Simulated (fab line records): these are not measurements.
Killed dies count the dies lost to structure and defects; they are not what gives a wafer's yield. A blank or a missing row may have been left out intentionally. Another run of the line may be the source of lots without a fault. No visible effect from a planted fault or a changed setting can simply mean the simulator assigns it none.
Matching of chambers -- flow nand_harc -- NHARC_A_STAIRCASE_CMP_450 on cmp-04 has 4 sister chambers
The step polishes SiO2, target thk 200 nm. 8 wafers are shown with their chamber, then 7 later ones without.

WAFERS WITH THEIR CHAMBER
wafer,chamber,motor_current_A (A)
L109.1,1,11.6
L109.4,2,11.3
L112.6,0,13.5
L113.3,3,11.1
L113.5,1,11.9
L113.6,0,13.1
L118.1,3,11.3
L118.3,2,11.1

WAFERS WITH NO CHAMBER GIVEN
wafer,motor_current_A (A)
L118.6,11.4
L128.1,12.0
L128.3,11.1
L128.4,11.9
L129.2,10.4
L129.4,13.2
L129.6,12.9

WHICH CHAMBER EACH WENT THROUGH
wafer,from the rows above,in truth
L118.6,can't be placed: 2 or 3 or 1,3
L128.1,1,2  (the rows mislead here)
L128.3,can't be placed: 2 or 3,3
L128.4,1,1
L129.2,can't be placed: 2 or 3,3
L129.4,0,0
L129.6,0,0
Placed correctly: 3 of 7. Cannot be placed on the basis of these rows: 3; the candidates contain the true chamber in 3. Number placed wrongly: 1.
How it was worked out, from the rows above alone: a wafer's distance from a chamber is the root of the sum, over the readings, of the square of ((its reading less the chamber's mean) divided by the reading's scatter). If the next closest chamber is less than 2 further off than the closest, the wafer can't be placed; otherwise it belongs to the closest. For every chamber, the mean is computed from those of its wafers that are shown. The scatter: take each reading less its chamber's mean, square it, sum over the shown wafers, divide by the number of wafers less the number of chambers, and take the root.
